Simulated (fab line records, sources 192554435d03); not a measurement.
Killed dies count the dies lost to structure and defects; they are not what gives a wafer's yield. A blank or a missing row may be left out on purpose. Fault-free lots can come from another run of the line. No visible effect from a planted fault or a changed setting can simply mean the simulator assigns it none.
fab line records	flow n5Finfet
record: lots: 7	wafers: 21
route steps=1938 shown BEOL_M5@1129 BEOL_M7@1266
startH: hours from the record's opening day to when the first of the lot's shown wafers began	waitH: time in hours since the lot's previous step	" the same as in the row above	L1.1+2: a single row standing in for several wafers	- either no value or no given start	* or withheld: withheld	< > ~ a bound
route shown NAME@n: names a module that has steps shown in the file, with the first one's number in the route	usual: mean/standard deviation taken from wafers without a fault	same: alike in all rows	chamber/n: place in a boat	sites: readings site by site	_std_site: the standard deviation of these	_edge_site: outer sites' mean less inner sites'	radiusMm: how far each site lies from the wafer's centre	mask NAME#n: copy n	behind: the tool/chamber that last shaped the wafer	hold: the reason the lot was held/the length of the hold in hours/how it ended	device: names the non-switching transistor (n, p or np)	end of line: the tests these same wafers got at the end of their route	step lacking rows: just its recipe	killed: the dies lost at the first sort to structure and to defects; this is not the yield of the wafer	map: dies across one wafer; x = killed, . = not, _ = none there
set.NAME: setting as actually run; set.NAME@STEP: the setting as run at that earlier step	model.NAME: the simulator's own value behind a step, which no gauge read
one table per step and one row per wafer, for lots whose settings were changed on purpose
== steps ==
step: N5_BEOL_M5_DESCUM_16
recipe: chemistry: O2	timeS: 7	sourcePowerW: 50	biasPowerW: 20	pressureMtorr: 20	rfFrequencyHz: 2.712e+07	tempC: 40	resist: CAR-EUV	o2FlowSccm: 225
lot.wafer	tool	chamber	startH	waitH	set.timeS	set.doseMj@BEOL_M5_EXPOSE_08	model.BEOL_M5.cdNm	model.CAR-EUV_of_BEOL_M5_COAT_05.thkNm
L078.3+5	rieDiel-02	1,0	191.29	0.0	5.665	38.43	29.4	26.8
L078.6	"	1	"	"	7	35.75	28	26
L081.1+2	rieDiel-05	0,3	227.52	0.0	6.591	35.75	27.8	26.4
L081.4	"	2	"	"	7	35.75	27.8	26
L084.1+3	rieDiel-02	1,2	233.32	0.0	7	35.75	27.8	26
L084.5	"	1	"	"	7	35.75	28	26
L083.2	rieDiel-05	3	234.40	0.0	7	35.75	27.8	26.2
L083.5	"	2	"	"	7	35.75	28	26
L083.6	"	3	"	"	7	35.75	28	26.2
L082.1	rieDiel-06	0	237.10	0.1	7	33.99	27	26
L082.3	"	2	"	"	7	35.75	28.2	26.2
L082.6	"	3	"	"	8.252	35.75	28.2	25.6
L096.2+6	rieDiel-05	3,0	306.32	0.1	6.6	34.02	26.6	26.4
L096.3	"	2	"	"	7	34.02	27	26
L097.2	rieDiel-02	0	310.74	0.5	7	35.75	28.2	26.2
L097.3+4	"	1,3	"	"	7	35.75	28	26
step: N5_BEOL_M5_ETCH_72
recipe: chemistry: N2/H2	target: underlayer	targetDepthA: 65	maskMaterial: CAR-EUV	timeS: 5.2	ionEnergyEv: 200	pressureMtorr: 30	sourceW: 840	biasW: 150	n2FlowSccm: 200	h2FlowSccm: 200	ends: cleared
lot.wafer	tool	chamber	startH	waitH	set.doseMj@BEOL_M5_EXPOSE_08	model.BEOL_M5.cdNm
L078.3+5	rieDiel-02	1,0	191.32	0.0	38.43	29.4
L078.6	"	1	"	"	35.75	28
L081.1+2+4	rieDiel-05	0,3,2	227.55	0.0	35.75	27.8
L084.1+3	rieDiel-02	1,2	233.36	0.0	35.75	27.8
L084.5	"	1	"	"	35.75	28
L083.2+5	rieDiel-05	3,2	234.43	0.0	35.75	28
L083.6	"	3	"	"	35.75	28.2
L082.1	rieDiel-06	0	237.13	0.0	33.99	27
L082.3	"	2	"	"	35.75	28.2
L082.6	"	3	"	"	35.75	28.4
L096.2+6	rieDiel-05	3,0	306.36	0.0	34.02	26.8
L096.3	"	2	"	"	34.02	27
L097.2	rieDiel-02	0	310.78	0.0	35.75	28.2
L097.3+4	"	1,3	"	"	35.75	28
step: N5_BEOL_M5_ETCH_61
recipe: chemistry: CF4	target: SiARC	targetDepthA: 156	maskMaterial: CAR-EUV	timeS: 26	ionEnergyEv: 80	pressureMtorr: 40	sourceW: 545	biasW: 36	Ar_flow_sccm: 100	cf4FlowSccm: 100	ends: cleared
lot.wafer	tool	chamber	startH	waitH	set.doseMj@BEOL_M5_EXPOSE_08	model.BEOL_M5.cdNm
L078.3	rieDiel-02	1	191.34	0.0	38.43	29.6
L078.5	"	0	"	"	38.43	29.4
L078.6	"	1	"	"	35.75	28
L081.1+2	rieDiel-05	0,3	227.57	0.0	35.75	27.8
L081.4	"	2	"	"	35.75	28
L084.1	rieDiel-02	1	233.37	0.0	35.75	27.8
L084.3+5	"	2,1	"	"	35.75	28
L083.2+5	rieDiel-05	3,2	234.45	0.0	35.75	28
L083.6	"	3	"	"	35.75	28.2
L082.1	rieDiel-06	0	237.15	0.0	33.99	27
L082.3	"	2	"	"	35.75	28.2
L082.6	"	3	"	"	35.75	28.4
L096.2+6	rieDiel-05	3,0	306.37	0.0	34.02	26.8
L096.3	"	2	"	"	34.02	27
L097.2	rieDiel-02	0	310.79	0.0	35.75	28.2
L097.3+4	"	1,3	"	"	35.75	28
step: N5_BEOL_M5_ETCH_62
recipe: chemistry: N2/H2	target: SOC	targetDepthA: 750	overetchA: 150	maskMaterial: SiARC	tempC: 40	timeS: 112.5	ionEnergyEv: 200	pressureMtorr: 30	sourceW: 840	biasW: 150	n2FlowSccm: 200	h2FlowSccm: 200
step: N5_BEOL_M5_STRIP_63
recipe: chemistry: N2/H2	tempC: 40	n2FlowSccm: 200	h2FlowSccm: 200	rfFrequencyHz: 6e+07
step: N5_BEOL_M5_HM_OPEN_17
recipe: chemistry: Cl2/BCl3	targetDepthA: 200	overetchA: 60	target: TiN	maskMaterial: SOC	ionEnergyEv: 150	pressureMtorr: 10	icpW: 1000	biasW: 126	Cl2_flow_sccm: 53.25	bcl3FlowSccm: 21.75	Ar_flow_sccm: 25
step: N5_BEOL_M5_STRIP_19
recipe: chemistry: O2	powerW: 400	tempC: 40	pressureMtorr: 30	rfFrequencyHz: 6e+07	biasPowerW: 0	overashFraction: 0.2	o2FlowSccm: 225
step: N5_BEOL_M5_CD_MEAS_18
recipe: pitchNm: 56	targetCdNm: 28
usual: cdNm: 27.98/0.28
lot.wafer	tool	chamber	startH	waitH	set.doseMj@BEOL_M5_EXPOSE_08	cdNm
L078.3	cdSem-03	-	191.72	0.1	38.43	29.21
L078.5	"	-	"	"	38.43	29.39
L078.6	"	-	"	"	35.75	27.83
L081.1	cdSem-01	-	227.95	0.0	35.75	27.76
L081.2	"	-	"	"	35.75	27.96
L081.4	"	-	"	"	35.75	27.96
L084.1	cdSem-03	-	233.75	0.0	35.75	27.99
L084.3	"	-	"	"	35.75	28.08
L084.5	"	-	"	"	35.75	28.03
L083.2	cdSem-02	-	234.83	0.1	35.75	28.08
L083.5	"	-	"	"	35.75	28.03
L083.6	"	-	"	"	35.75	27.76
L082.1	cdSem-01	-	237.53	0.0	33.99	26.96
L082.3	"	-	"	"	35.75	28.03
L082.6	"	-	"	"	35.75	28.82
L096.2	cdSem-01	-	306.87	0.1	34.02	26.81
L096.3	"	-	"	"	34.02	26.70
L096.6	"	-	"	"	34.02	26.93
L097.2	cdSem-01	-	311.27	0.1	35.75	27.82
L097.3	"	-	"	"	35.75	27.66
L097.4	"	-	"	"	35.75	27.75
step: N5_BEOL_M5_COAT_65
recipe: resist: SOC	tempC: 250	timeS: 60	spinRpm: 1500	resistThkNm: 60
step: N5_BEOL_M5_COAT_66
recipe: resist: SiARC	tempC: 220	timeS: 60	spinRpm: 1500	resistThkNm: 12
step: N5_BEOL_M5_DESCUM_33
recipe: chemistry: O2	timeS: 7	sourcePowerW: 50	biasPowerW: 20	pressureMtorr: 20	rfFrequencyHz: 2.712e+07	tempC: 40	resist: CAR-EUV	o2FlowSccm: 225
step: N5_BEOL_M5_ETCH_75
recipe: chemistry: N2/H2	target: underlayer	targetDepthA: 65	maskMaterial: CAR-EUV	timeS: 5.2	ionEnergyEv: 200	pressureMtorr: 30	sourceW: 840	biasW: 150	n2FlowSccm: 200	h2FlowSccm: 200	ends: cleared
step: N5_BEOL_M5_ETCH_67
recipe: chemistry: CF4	target: SiARC	targetDepthA: 156	maskMaterial: CAR-EUV	timeS: 26	ionEnergyEv: 80	pressureMtorr: 40	sourceW: 545	biasW: 36	Ar_flow_sccm: 100	cf4FlowSccm: 100	ends: cleared
lot.wafer	tool	chamber	startH	waitH	set.doseMj@BEOL_M5_EXPOSE_08	model.BEOL_M5.cdNm
L078.3	rieDiel-02	0	193.83	0.0	38.43	29.2
L078.5	"	3	"	"	38.43	29
L078.6	"	1	"	"	35.75	27.8
L081.1+2	rieDiel-06	3,0	229.94	0.0	35.75	27.8
L081.4	"	1	"	"	35.75	28
L083.2+5	rieDiel-06	3,1	235.88	0.0	35.75	28
L083.6	"	2	"	"	35.75	28.2
L084.1	rieDiel-02	3	236.11	0.0	35.75	27.6
L084.3+5	"	1,0	"	"	35.75	28
L082.1	rieDiel-06	3	240.84	0.0	33.99	27
L082.3	"	2	"	"	35.75	28
L082.6	"	3	"	"	35.75	28.2
L096.2+3+6	rieDiel-05	2,3,3	308.82	0.0	34.02	26.8
L097.2	rieDiel-02	1	312.03	0.0	35.75	28
L097.3	"	3	"	"	35.75	27.6
L097.4	"	2	"	"	35.75	27.8
step: N5_BEOL_M5_TRENCH_ETCH_37
recipe: chemistry: C4F6/O2	targetDepthA: 716.52	target: SiCOH_lowk	timeS: 24.7	ionEnergyEv: 250	pressureMtorr: 30	sourceW: 345	biasW: 185	Ar_flow_sccm: 300	C4F6_flow_sccm: 10	O2_flow_sccm: 10
usual: rfVppV: 663/4.5
lot.wafer	tool	chamber	startH	waitH	set.sourceW	set.doseMj@BEOL_M5_EXPOSE_08	rfVppV	model.BEOL_M5.cdNm
L078.3	rieDiel-02	0	-	-	345	38.43	658	29.6
L078.5	"	3	"	"	345	38.43	666	29.2
L078.6	"	1	"	"	315.5	35.75	690	27.8
L081.1	rieDiel-06	3	-	-	345	35.75	657	27.6
L081.2	"	0	"	"	404.2	35.75	612	27.8
L081.4	"	1	"	"	404.2	35.75	611	28
L083.2	rieDiel-06	3	-	-	345	35.75	655	28
L083.5	"	1	"	"	345	35.75	663	28.2
L083.6	"	2	"	"	345	35.75	669	28.2
L084.1	rieDiel-02	3	-	-	345	35.75	667	27.8
L084.3	"	1	"	"	345	35.75	659	28
L084.5	"	0	"	"	398.2	35.75	611	28.2
L082.1	rieDiel-06	3	-	-	345	33.99	656	27
L082.3	"	2	"	"	381.7	35.75	635	28.2
L082.6	"	3	"	"	345	35.75	656	28.4
L096.2	rieDiel-05	2	-	-	345	34.02	668	26.8
L096.3	"	3	"	"	345	34.02	665	27
L096.6	"	3	"	"	383.6	34.02	631	26.8
L097.2	rieDiel-02	1	-	-	389.5	35.75	619	28.2
L097.3	"	3	"	"	345	35.75	667	27.8
L097.4	"	2	"	"	345	35.75	658	27.8
step: N5_BEOL_M5_ETCH_41
recipe: chemistry: CH3F/O2	target: SiCN	targetDepthA: 315	taperDeg: 2	timeS: 56.7	ionEnergyEv: 120	maskMaterial: TiN	pressureMtorr: 30	sourceW: 395	biasW: 75	Ar_flow_sccm: 150	CH3F_flow_sccm: 30	O2_flow_sccm: 20
usual: rfVppV: 297.7/1.5
lot.wafer	tool	chamber	startH	waitH	set.sourceW	rfVppV
L078.3	rieDiel-02	0	-	-	395	300.4
L078.5	"	3	"	"	327.1	316.1
L078.6	"	1	"	"	395	299.8
L081.1	rieDiel-06	3	-	-	395	296.9
L081.2	"	0	"	"	395	297.3
L081.4	"	1	"	"	395	296.3
L083.2	rieDiel-06	3	-	-	395	295.6
L083.5	"	1	"	"	395	295.5
L083.6	"	2	"	"	395	297.6
L084.1	rieDiel-02	3	-	-	395	299.2
L084.3	"	1	"	"	335.3	316.7
L084.5	"	0	"	"	395	300.2
L082.1	rieDiel-06	3	-	-	344.2	309.9
L082.3	"	2	"	"	344.2	311.5
L082.6	"	3	"	"	344.2	308.7
L096.2	rieDiel-05	2	-	-	354.2	307.3
L096.3	"	3	"	"	354.2	310.7
L096.6	"	3	"	"	395	298.3
L097.2	rieDiel-02	1	-	-	395	298.4
L097.3	"	3	"	"	395	297.7
L097.4	"	2	"	"	395	297.2
step: N5_BEOL_M5_STRIP_91
recipe: chemistry: N2/H2	timeS: 10	powerW: 450	tempC: 40	pressureMtorr: 20	rfFrequencyHz: 6e+07	biasPowerW: 7	n2FlowSccm: 200	h2FlowSccm: 200
step: N5_BEOL_M5_PRECLEAN_42
recipe: chemistry: residueRemover	timeS: 60	tempC: 40
step: N5_BEOL_M5_SRD_43
recipe: timeS: 30	tempC: 23	rinseLiquid: diw	dry: ipaMarangoni
step: N5_BEOL_M5_CD_MEAS_35
recipe: targetCdNm: 28	targetCdYNm: 24	polarity: opening
usual: cdNm: 28.0/0.31
lot.wafer	tool	chamber	startH	waitH	set.doseMj@BEOL_M5_EXPOSE_08	cdNm
L078.3	cdSem-03	-	194.36	0.0	38.43	29.4
L078.5	"	-	"	"	38.43	29.2
L078.6	"	-	"	"	35.75	27.9
L081.1	cdSem-03	-	230.46	0.0	35.75	27.9
L081.2	"	-	"	"	35.75	27.8
L081.4	"	-	"	"	35.75	27.7
L083.2	cdSem-02	-	236.41	0.0	35.75	28.1
L083.5	"	-	"	"	35.75	28.3
L083.6	"	-	"	"	35.75	28.0
L084.1	cdSem-01	-	236.63	0.0	35.75	27.8
L084.3	"	-	"	"	35.75	28.0
L084.5	"	-	"	"	35.75	28.2
L082.1	cdSem-02	-	241.36	0.0	33.99	26.9
L082.3	"	-	"	"	35.75	28.4
L082.6	"	-	"	"	35.75	28.4
L096.2	cdSem-03	-	309.36	0.0	34.02	26.6
L096.3	"	-	"	"	34.02	27.0
L096.6	"	-	"	"	34.02	27.1
L097.2	cdSem-02	-	312.57	0.0	35.75	27.7
L097.3	"	-	"	"	35.75	27.7
L097.4	"	-	"	"	35.75	28.0
step: N5_BEOL_M7_PECVD_70
recipe: material: SiO2	targetThkA: 200	tempC: 400	precursor: TEOS/O2	pressureTorr: 5.5	rfW: 450	teosFlowSccm: 53.8	gas: O2	flowSccm: 3000	timeS: 22.7
lot.wafer	tool	chamber	startH	waitH	set.tempC	model.SiO2_of_BEOL_M7_PECVD_70.thkNm
L078.3	pecvd-04	1	209.90	0.1	400	20
L078.5+6	"	1,0	"	"	400	19.8
L081.1+2	pecvd-02	1,2	251.70	0.0	400	19.4
L081.4	"	1	"	"	400	19.6
L083.2+6	pecvd-03	1,2	253.56	0.0	400	20
L083.5	"	1	"	"	400	20.4
L084.1	pecvd-03	2	254.80	0.0	400	19.8
L084.3	"	0	"	"	400	19.6
L084.5	"	2	"	"	382.8	22.4
L082.1+3	pecvd-03	1,0	255.23	0.0	400	19.8
L082.6	"	1	"	"	400	20
L096.2+6	pecvd-04	1	323.33	0.0	400	20
L096.3	"	0	"	"	407.5	18.8
L097.2	pecvd-02	1	331.92	0.0	409.2	18.4
L097.3	"	2	"	"	400	19.8
L097.4	"	1	"	"	400	19.6
step: N5_BEOL_M7_HM_DEP_02
recipe: material: TiN	targetThkA: 200	tempC: 25	chamberPressurePa: 0.49996
lot.wafer	tool	chamber	startH	waitH	set.targetThkA	model.TiN_of_BEOL_M7_HM_DEP_02.thkNm
L078.3+5+6	pvdSputter-01	-	211.13	1.2	200	20.4
L081.1	pvdSputter-02	-	252.79	1.1	200	20.6
L081.2	"	-	"	"	200	20.4
L081.4	"	-	"	"	210.5	21.6
L083.2+5	pvdSputter-01	-	253.64	0.1	200	20
L083.6	"	-	"	"	200	19.8
L084.1+3+5	pvdSputter-02	-	255.64	0.8	184.1	18.4
L082.1	pvdSputter-02	-	255.90	0.7	200	19.8
L082.3	"	-	"	"	200	20
L082.6	"	-	"	"	188.5	18.6
L096.2+3	pvdSputter-03	-	325.56	2.2	200	20
L096.6	"	-	"	"	207.2	21
L097.2	pvdSputter-02	-	331.98	0.0	200	20.4
L097.3+4	"	-	"	"	184.4	18.6
step: N5_BEOL_M7_COAT_59
recipe: resist: SOC	tempC: 250	timeS: 60	spinRpm: 1500	resistThkNm: 100
step: N5_BEOL_M7_COAT_60
recipe: resist: SiARC	tempC: 220	timeS: 60	spinRpm: 1500	resistThkNm: 35
step: N5_BEOL_M7_STRIP_68
recipe: chemistry: N2/H2	tempC: 40	n2FlowSccm: 200	h2FlowSccm: 200	rfFrequencyHz: 6e+07
step: N5_BEOL_M7_STRIP_67
recipe: chemistry: CF4	resist: SiARC	powerW: 300	biasPowerW: 75	pressureMtorr: 50	cf4FlowSccm: 150	rfFrequencyHz: 6e+07
step: N5_BEOL_M7_HM_OPEN_17
recipe: chemistry: Cl2/BCl3	targetDepthA: 200	overetchA: 60	target: TiN	maskMaterial: SOC	ionEnergyEv: 150	pressureMtorr: 10	icpW: 1000	biasW: 126	Cl2_flow_sccm: 53.25	bcl3FlowSccm: 21.75	Ar_flow_sccm: 25
lot.wafer	tool	chamber	startH	waitH	set.targetThkA@BEOL_M7_HM_DEP_02	model.etch.depthNm
L078.3	rieMetal-02	0	211.95	0.1	200	20.45
L078.5	"	0	"	"	200	20.32
L078.6	"	1	"	"	200	20.31
L081.1	rieMetal-02	1	253.66	0.0	200	20.58
L081.2	"	0	"	"	200	20.41
L081.4	"	1	"	"	210.5	21.5
L083.2	rieMetal-02	0	254.38	0.0	200	19.93
L083.5	"	1	"	"	200	19.98
L083.6	"	0	"	"	200	19.83
L084.1	rieMetal-03	0	256.54	0.0	184.1	18.37
L084.3	"	1	"	"	184.1	18.44
L084.5	"	1	"	"	184.1	18.47
L082.1	rieMetal-02	0	256.75	0.0	200	19.74
L082.3	"	1	"	"	200	19.94
L082.6	"	1	"	"	188.5	18.68
L096.2	rieMetal-03	0	326.62	0.0	200	20.03
L096.3	"	1	"	"	200	20.04
L096.6	"	1	"	"	207.2	20.92
L097.2	rieMetal-02	0	332.71	0.0	200	20.35
L097.3	"	1	"	"	184.4	18.6
L097.4	"	0	"	"	184.4	18.57
step: N5_BEOL_M7_VIA_ETCH_34
recipe: chemistry: C4F6/O2	target: SiCOH_lowk	targetDepthA: 1255	maskMaterial: SOC	taperDeg: 4	timeS: 50.5	ionEnergyEv: 250	pressureMtorr: 30	sourceW: 345	biasW: 185	Ar_flow_sccm: 300	C4F6_flow_sccm: 10	O2_flow_sccm: 10
usual: rfVppV: 662/4.3
lot.wafer	tool	chamber	startH	waitH	set.sourceW	rfVppV	model.etch.depthNm
L078.3	rieDiel-05	3	213.71	0.0	345	665	127.9
L078.5	"	0	"	"	345	667	127.2
L078.6	"	3	"	"	345	667	126.9
L081.1	rieDiel-06	2	254.53	0.0	295.9	722	116.8
L081.2	"	0	"	"	345	662	126.1
L081.4	"	3	"	"	295.9	710	119.4
L083.2	rieDiel-06	1	255.30	0.0	345	664	123.1
L083.5	"	3	"	"	345	656	125.3
L083.6	"	2	"	"	345	666	123.9
L082.1	rieDiel-02	3	258.19	0.0	306.6	708	122.7
L082.3	"	0	"	"	345	659	127.4
L082.6	"	0	"	"	345	658	127.8
L084.1	rieDiel-05	0	258.70	0.0	309.2	706	121.2
L084.3	"	3	"	"	309.2	704	120.1
L084.5	"	1	"	"	345	658	122.8
L096.2	rieDiel-06	1	327.62	0.0	403.8	609	130.9
L096.3	"	2	"	"	345	668	124.2
L096.6	"	2	"	"	345	667	123.5
L097.2	rieDiel-02	1	334.07	0.0	345	658	123.7
L097.3	"	3	"	"	345	665	127.1
L097.4	"	3	"	"	345	668	127
== key ==
split: step: N5_BEOL_M5_DESCUM_16	setting: timeS	stated: 7	by: wafer
response: step: N5_BEOL_M5_DESCUM_16	reading: model.CAR-EUV_of_BEOL_M5_COAT_05.thkNm	change: -0.0384	per: 1%	r: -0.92
split: step: N5_BEOL_M5_TRENCH_ETCH_37	setting: sourceW	stated: 345	by: wafer
response: step: N5_BEOL_M5_TRENCH_ETCH_37	reading: rfVppV	change: -2.96	per: 1%	r: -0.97
split: step: N5_BEOL_M5_ETCH_41	setting: sourceW	stated: 395	by: wafer
response: step: N5_BEOL_M5_ETCH_41	reading: rfVppV	change: -1.02	per: 1%	r: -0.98
split: step: N5_BEOL_M7_PECVD_70	setting: tempC	stated: 400	by: wafer
response: step: N5_BEOL_M7_PECVD_70	reading: model.SiO2_of_BEOL_M7_PECVD_70.thkNm	change: -0.617	per: 1%	r: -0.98
split: step: N5_BEOL_M7_HM_DEP_02	setting: targetThkA	stated: 200	by: wafer
response: step: N5_BEOL_M7_HM_DEP_02	reading: model.TiN_of_BEOL_M7_HM_DEP_02.thkNm	change: +0.23	per: 1%	r: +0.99
response: step: N5_BEOL_M7_HM_OPEN_17	reading: model.etch.depthNm	change: +0.215	per: 1%	r: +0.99
split: step: N5_BEOL_M7_VIA_ETCH_34	setting: sourceW	stated: 345	by: wafer
response: step: N5_BEOL_M7_VIA_ETCH_34	reading: rfVppV	change: -3.86	per: 1%	r: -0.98
response: step: N5_BEOL_M7_VIA_ETCH_34	reading: model.etch.depthNm	change: +0.429	per: 1%	r: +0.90
split outsideThisFile step=N5_BEOL_M5_EXPOSE_08 setting=doseMj
split outsideThisFile: this setting was split too, and the file shows its column; the key of that split is in another file
